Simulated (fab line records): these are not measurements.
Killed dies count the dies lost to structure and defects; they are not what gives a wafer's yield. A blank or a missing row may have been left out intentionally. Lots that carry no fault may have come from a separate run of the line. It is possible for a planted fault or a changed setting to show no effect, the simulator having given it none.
fab line records | flow n5-finfet
[record] lots = 9 wafers = 26 last-day = 18
route steps=1938 shown DUMMY_GATE@235 SPACER0@259 BEOL_M4@1111
lots untouched by any fault: they come from a run of this same line in which no faults occurred
start-h: the number of hours between the record's first day and the start of the first shown wafer of the lot | wait-h: time in hours since the lot's previous step | " unchanged from the row above | L1.1+2: a row that stands for several wafers | - no value, or no start was given | * or withheld: withheld | < > ~ a bound
route shown NAME@n: names a module that has steps shown in the file, with the first one's number in the route | usual: the fault-free wafers' mean and standard deviation | same: alike in all rows | chamber/n: place in a boat | sites: readings site by site | _std_site: how widely they spread, as a standard deviation | _edge_site: mean of outer sites minus mean of inner sites | radius-mm: for every site, how far away it sits from the centre of the wafer | mask NAME#n: copy n | behind: the last tool/chamber to shape the wafer | hold: reason for holding the lot/hours on hold/outcome of the hold | device: the n, p or np transistor that did not switch | end of line: the same wafers' tests at the end of the route | for a step that has no rows: nothing shown but its recipe | killed: count of dies lost to structure and defects at first sort (not the wafer's yield) | map: dies across one wafer; x = killed, . = not, _ = none there
set.NAME: the setting as run; set.NAME@STEP: as run at that earlier step | model.NAME: the simulator's own value behind a step, which no gauge read
route steps across a sampled set of lots; one table per step, one row per wafer
services: a tool's chamber out of use, with start hour (start-h, from the record's first day; less than 0 if before it), hours out, and reason
[[steps]]
[step N5_DUMMY_GATE_ETCH_29]
[recipe] chemistry = N2/H2 target = underlayer target-depth-a = 130 ion-energy-ev = 200 pressure-mtorr = 30 source-w = 840 bias-w = 150 n2-flow-sccm = 200 h2-flow-sccm = 200
[usual] drypump-motor-current-A = 5.8/0.35 oes-product-au = 0.77/0.092 rf-vpp-V = 524.8/2.3 showerhead-plenum-p-Torr = 2.57/0.088 throttle-valve-pct = 17.97/0.22
// columns lot.wafer tool chamber start-h wait-h drypump-motor-current-A oes-product-au rf-hours-counter-h rf-vpp-V showerhead-plenum-p-Torr throttle-valve-pct
L609.2 rie-diel-02 1 61.10 0.0 5.7 0.67 233 527.2 2.61 17.95
L609.3 " 0 " " 5.4 0.76 131 527.6 2.66 18.24
L610.2 rie-diel-01 1 64.60 0.0 5.8 0.71 218 525.9 2.64 18.33
L610.3 " 3 " " 5.9 0.92 27 525.4 2.58 17.74
L610.4 " 2 " " 5.9 0.71 224 521.2 2.39 17.94
L613.1 rie-diel-01 0 83.07 0.0 6.3 0.90 25 526.3 2.61 18.10
L613.3 " 2 " " 5.9 0.71 230 519.6 2.39 17.94
L613.4 " 1 " " 5.8 0.71 - 526.1 2.63 18.37
L615.1 rie-diel-02 0 95.57 0.0 5.4 0.76 140 526.4 2.65 18.23
L615.3 " 1 " " 5.7 0.68 242 524.7 2.61 17.96
L615.6 " 2 " " 6.2 0.69 - 523.3 2.54 17.82
L616.1 rie-diel-05 2 101.77 0.0 5.0 0.76 150 521.5 2.42 17.62
L616.2 " 1 " " 6.1 0.78 117 523.3 2.54 17.76
L616.3 " 0 " " 6.1 0.70 194 526.5 2.63 18.05
L618.3 rie-diel-01 0 114.26 0.0 6.3 0.89 31 524.6 2.61 18.11
L618.5 " 3 " " 5.8 0.90 - 526.3 2.58 17.76
L618.6 " 0 " " 6.3 0.89 - 526.8 2.61 18.11
L620.1 rie-diel-02 3 124.42 0.0 6.3 0.95 10 526.9 2.71 17.80
L620.4 " 2 " " 6.2 0.68 199 523.7 2.53 17.84
L620.5 " 3 " " 6.3 0.96 - 529.1 2.71 17.79
L623.1 rie-diel-01 2 142.97 0.0 5.9 0.70 243 520.7 2.38 17.99
L623.3 " 1 " " 5.8 0.69 237 525.9 2.63 18.36
L623.6 " 0 " " 6.4 0.87 - 525.1 2.61 18.11
L626.1 rie-diel-01 0 162.05 0.0 6.3 0.87 44 525.7 2.61 18.13
L626.3 " 3 " " 5.8 0.88 47 526.1 2.57 17.79
L626.5 " 3 " " 5.8 0.88 - 525.9 2.57 17.77
[step N5_DUMMY_GATE_HM_OPEN_21]
[recipe] chemistry = CH3F/O2 target = SiNx target-depth-a = 1200 Ar_flow_sccm = 150 CH3F_flow_sccm = 30 O2_flow_sccm = 23 time-s = 171.4 pressure-mtorr = 30 source-w = 395 bias-w = 73 ion-energy-ev = 120.7
[usual] drypump-motor-current-A = 5.8/0.35 oes-product-au = 0.76/0.087 rf-vpp-V = 301/5.2 showerhead-plenum-p-Torr = 2.05/0.063 throttle-valve-pct = 16.58/0.19
// columns lot.wafer tool chamber start-h wait-h drypump-motor-current-A oes-product-au rf-hours-counter-h rf-vpp-V showerhead-plenum-p-Torr throttle-valve-pct
L609.2 rie-diel-02 0 61.54 0.0 5.5 0.77 132 301 2.10 16.78
L609.3 " 1 " " 5.7 0.67 233 303 2.09 16.62
L610.2 rie-diel-05 0 65.12 0.0 6.1 0.71 185 301 2.09 16.57
L610.3 " 3 " " 5.8 0.71 208 305 2.08 16.67
L610.4 " 1 " " 6.0 0.78 108 309 2.02 16.39
L613.1 rie-diel-05 3 83.70 0.0 5.7 0.71 212 305 2.08 16.68
L613.3 " 0 " " 6.1 0.71 189 301 2.09 16.59
L613.4 " 1 " " 6.0 0.78 112 308 2.02 16.40
L615.1 rie-diel-01 0 96.05 0.0 6.3 0.90 27 308 2.06 16.59
L615.3 " 3 " " 5.8 0.89 33 304 2.06 16.43
L615.6 " 0 " " 6.3 0.89 - 307 2.06 16.61
L616.1 rie-diel-01 0 102.22 0.0 6.3 0.89 28 308 2.06 16.61
L616.2 " 2 " " 5.8 0.70 234 296 1.90 16.65
L616.3 " 3 " " 5.8 0.90 33 304 2.06 16.44
L618.3 rie-diel-01 3 114.70 0.0 5.8 0.89 37 303 2.06 16.44
L618.5 " 3 " " 5.8 0.89 - 303 2.06 16.45
L618.6 " 2 " " 5.8 0.69 - 296 1.90 16.67
L620.1 rie-diel-02 0 124.86 0.0 5.5 0.76 146 302 2.10 16.81
L620.4 " 1 " " 5.7 0.66 247 304 2.08 16.67
L620.5 " 3 " " 6.3 0.95 - 295 2.15 16.25
L623.1 rie-diel-05 0 143.60 0.0 6.1 0.69 203 300 2.09 16.63
L623.3 " 2 " " 5.0 0.76 160 300 1.95 16.40
L623.6 " 3 " " 5.7 0.70 - 303 2.07 16.68
L626.1 rie-diel-01 3 162.53 0.0 5.9 0.88 47 304 2.06 16.47
L626.3 " 1 " " 5.8 0.70 242 287 2.09 16.95
L626.5 " 2 " " 5.9 0.69 - 296 1.89 16.71
[step N5_DUMMY_GATE_ETCH_23]
[recipe] chemistry = HBr/Cl2/O2 HBr_flow_sccm = 150 Cl2_flow_sccm = 80 O2_flow_sccm = 12 bias-w = 102 target-depth-a = 410 time-s = 22.3 target = poly-Si mask-material = SiO2 pressure-mtorr = 10 icp-w = 800
[usual] drypump-motor-current-A = 5.8/0.37 oes-product-au = 1.000/0.015 throttle-valve-pct = 37.3/0.31
// columns lot.wafer tool chamber start-h wait-h drypump-motor-current-A oes-product-au rf-hours-counter-h throttle-valve-pct
L609.2 rie-si-03 1 61.73 0.0 6.3 0.999 15 37.2
L609.3 " 0 " " 5.6 0.988 3 37.5
L610.2 rie-si-05 0 65.32 0.0 5.2 0.977 44 37.3
L610.3 " 1 " " 5.5 1.026 165 37.8
L610.4 " 2 " " 5.6 1.010 79 37.4
L613.1 rie-si-03 1 83.89 0.0 6.3 1.003 16 37.3
L613.3 " 2 " " 6.2 1.016 26 37.0
L613.4 " 0 " " 5.6 0.990 3 37.5
L615.1 rie-si-05 2 96.24 0.0 5.6 1.001 80 37.4
L615.3 " 0 " " 5.2 0.980 45 37.3
L615.6 " 1 " " 5.4 1.015 - 37.8
L616.1 rie-si-03 0 102.41 0.0 5.6 0.995 4 37.5
L616.2 " 1 " " 6.3 0.995 16 37.2
L616.3 " 3 " " 6.1 0.980 13 37.2
L618.3 rie-si-03 0 114.90 0.0 5.6 0.993 4 37.5
L618.5 " 0 " " 5.6 0.996 - 37.5
L618.6 " 1 " " 6.2 0.995 - 37.3
L620.1 rie-si-05 1 125.06 0.0 5.4 1.019 166 37.8
L620.4 " 2 " " 5.7 1.011 80 37.4
L620.5 " 2 " " 5.6 1.019 - 37.4
L623.1 rie-si-03 2 143.79 0.0 6.2 0.910 27 37.0
L623.3 " 0 " " 5.6 0.989 5 37.5
L623.6 " 1 " " 6.3 0.993 - 37.3
L626.1 rie-si-04 2 162.72 0.0 6.1 1.018 101 36.7
L626.3 " 0 " " 5.2 1.012 191 37.0
L626.5 " 3 " " 5.9 1.012 - 37.9
[step N5_SPACER0_ALD_00]
[recipe] material = SiOCN target-thk-a = 35 temp-c = 400 ald-precursor-family = alkyl-aminosilane ald-co-reactant = O2/N2-plasma pulse-time-s = 3 purge-time-s = 2 co-reactant-purge-time-s = 2 ald-cycles = 58 pressure-torr = 2
[usual] heater-power-w = 858/89 precursor-pulse-height-rel = 1.001/0.022 susceptor-temp-C = 399.99/0.21
// columns lot.wafer tool chamber start-h wait-h heater-power-w precursor-pulse-height-rel susceptor-temp-C
L609.2 ald-sin-04 2 62.38 0.1 971 1.047 400.01
L609.3 " 0 " " 884 1.064 400.20
L610.2 ald-sin-02 0 65.95 0.1 876 1.010 400.12
L610.3 " 2 " " 861 0.990 399.77
L610.4 " 3 " " 939 0.992 400.02
L613.1 ald-sin-04 0 84.61 0.2 857 1.010 399.93
L613.3 " 0 " " 892 0.991 399.94
L613.4 " 2 " " 992 0.967 400.02
L615.1 ald-sin-04 0 97.68 0.1 889 1.020 399.89
L615.3 " 3 " " 790 0.998 400.08
L615.6 " 1 " " 856 0.978 399.88
L616.1 ald-sin-01 3 103.10 0.1 769 0.979 400.08
L616.2 " 2 " " 741 1.018 400.07
L616.3 " 0 " " 776 1.064 400.44
L618.3 ald-sin-04 0 115.60 0.1 895 0.974 400.10
L618.5 " 3 " " 795 0.958 399.98
L618.6 " 0 " " 881 0.999 399.79
L620.1 ald-sin-04 0 125.70 0.1 877 1.016 399.84
L620.4 " 3 " " 778 0.979 399.92
L620.5 " 1 " " 843 0.989 399.76
L623.1 ald-sin-04 1 144.69 0.1 838 0.996 400.12
L623.3 " 3 " " 790 0.997 399.98
L623.6 " 3 " " 780 1.020 400.13
L626.1 ald-sin-01 0 163.36 0.1 772 1.015 400.13
L626.3 " 1 " " 995 1.026 400.30
L626.5 " 2 " " 752 1.015 399.86
[step N5_BEOL_M4_RC_MEAS_101]
[usual] DIBL_N = 36.0/2.2 DIBL_P = 36.2/2.4 IOFF_N = 0.16/0.035 IOFF_P = 0.21/0.037 ION_N = 672/13 ION_P = 461/7 SS_N = 71.4/0.69 SS_P = 73.2/0.75 VT_N = 250/3.4 VT_P = -251/3
// columns lot.wafer tool chamber start-h wait-h DIBL_N[mV/V] DIBL_P[mV/V] IOFF_N[nA/um] IOFF_P[nA/um] ION_N[uA/um] ION_P[uA/um] SS_N[mV/dec] SS_P[mV/dec] VT_N[mV] VT_P[mV]
L609.2 prober-01 0 202.54 0.2 38.5 37.1 0.18 0.22 671 458 72.7 73.8 247 -250
L609.3 " 0 " " 39.2 37.9 0.21 0.24 679 458 71.8 73.9 248 -246
L610.2 prober-01 0 207.96 0.3 37.4 36.8 0.14 0.21 676 465 71.4 73.0 254 -247
L610.3 " 0 " " 36.3 36.0 0.13 0.20 670 468 71.3 72.5 252 -250
L610.4 " 0 " " 33.0 32.4 0.09 0.15 649 456 70.2 72.0 257 -251
L613.1 prober-01 0 235.09 0.0 35.2 34.8 0.14 0.18 665 455 71.1 72.2 253 -255
L613.3 " 0 " " 32.3 32.9 0.11 0.16 655 454 70.3 71.8 254 -252
L613.4 " 0 " " 35.6 36.0 0.14 0.19 667 461 71.0 72.8 251 -254
L615.1 prober-01 0 240.70 0.0 38.1 37.4 0.20 0.21 667 455 72.1 73.1 250 -252
L615.3 " 0 " " 38.7 40.3 0.22 0.26 690 466 71.9 74.4 244 -246
L615.6 " 0 " " 37.8 39.1 0.19 0.23 677 459 71.7 73.5 248 -252
L616.1 prober-02 0 261.06 0.0 40.6 41.8 0.22 0.27 697 467 72.3 74.2 246 -247
L616.2 " 0 " " 37.0 38.9 0.14 0.20 661 457 71.7 73.3 254 -249
L616.3 " 0 " " 39.7 41.3 0.20 0.24 671 457 72.9 74.5 247 -249
L620.1 prober-01 0 270.87 0.0 37.0 37.3 0.17 0.23 671 464 72.0 73.7 249 -248
L620.4 " 0 " " 35.4 34.3 0.15 0.19 675 463 71.1 72.8 248 -253
L620.5 " 0 " " 37.6 37.9 0.19 0.25 684 467 72.0 73.7 248 -249
L618.3 prober-02 0 273.10 0.3 31.8 33.3 0.11 0.16 651 452 70.9 73.1 254 -254
L618.5 " 0 " " 35.7 37.8 0.16 0.22 663 458 72.4 73.2 248 -252
L618.6 " 0 " " 34.3 35.4 0.15 0.19 670 457 71.0 73.0 251 -253
L623.1 prober-02 0 303.93 0.0 33.9 34.3 0.13 0.17 664 453 71.2 72.1 252 -252
L623.3 " 0 " " 35.8 34.3 0.15 0.17 663 451 71.9 73.3 253 -250
L623.6 " 0 " " 34.9 34.8 0.14 0.18 663 455 72.2 72.4 252 -253
L626.1 prober-02 0 322.04 0.0 35.0 35.2 0.14 0.18 658 455 70.9 72.9 252 -250
L626.3 " 0 " " 33.6 33.7 0.11 0.16 645 447 70.1 71.8 254 -254
L626.5 " 0 " " 33.6 34.3 0.12 0.16 649 451 70.0 71.6 255 -253
[[services]]
// columns tool chamber start-h hours kind
rie-si-05 2 48.90 11.0 repair
ald-sin-02 - 53.92 0.8 repair
rie-si-03 - 57.21 0.3 repair
rie-diel-02 3 58.21 - clean
rie-diel-02 3 58.21 - consumable-replace:focus-ring
rie-diel-02 3 58.21 - consumable-replace:showerhead
rie-diel-02 3 58.21 20.1 scheduled-down
rie-diel-02 3 58.21 20.1 vent-cycle
ald-sin-01 - 65.57 0.7 repair
ald-sin-02 - 76.53 2.3 repair
rie-diel-01 3 78.87 5.7 repair
ald-sin-01 - 85.75 14.0 pm
ald-sin-01 0 85.75 14.0 vent-cycle
ald-sin-01 1 85.75 14.0 vent-cycle
ald-sin-01 2 85.75 14.0 vent-cycle
rie-diel-05 1 109.28 4.8 repair
ald-sin-01 2 130.46 7.6 repair
rie-diel-02 1 138.98 - clean
rie-diel-02 1 138.98 - consumable-replace:focus-ring
rie-diel-02 1 138.98 11.9 scheduled-down
rie-diel-02 1 138.98 11.9 vent-cycle
rie-diel-05 1 140.73 9.1 repair
rie-diel-01 3 144.44 4.0 repair
rie-si-05 1 152.19 13.2 repair
[[key]]
[first-sign] step = N5_DUMMY_GATE_ETCH_23 reading = oes-product-au direction = down sigmas = 6 usual = 1.000 struck = 0.910
effect none on later readings
met-at N5_DUMMY_GATE_ETCH_23
struck-lots L623
struck-wafers L623.1
[baseline-loss] step = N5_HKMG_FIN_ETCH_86 wafers = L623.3
not-acting-at N5_DUMMY_GATE_ETCH_29,N5_DUMMY_GATE_HM_OPEN_21,N5_SPACER0_ALD_00
onset-between 83.89 143.79
[fault] kind = process-parameter-drift tool = rie-si-03 chamber = 2 onset-h = 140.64 steps = N5_DUMMY_GATE_ETCH_23 channel = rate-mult offset = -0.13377 shape = step end-h = 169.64
// baseline-loss: these wafers lose ten dies or more at that step, a loss of the line's own and not of a fault; the sort's usual values leave them out
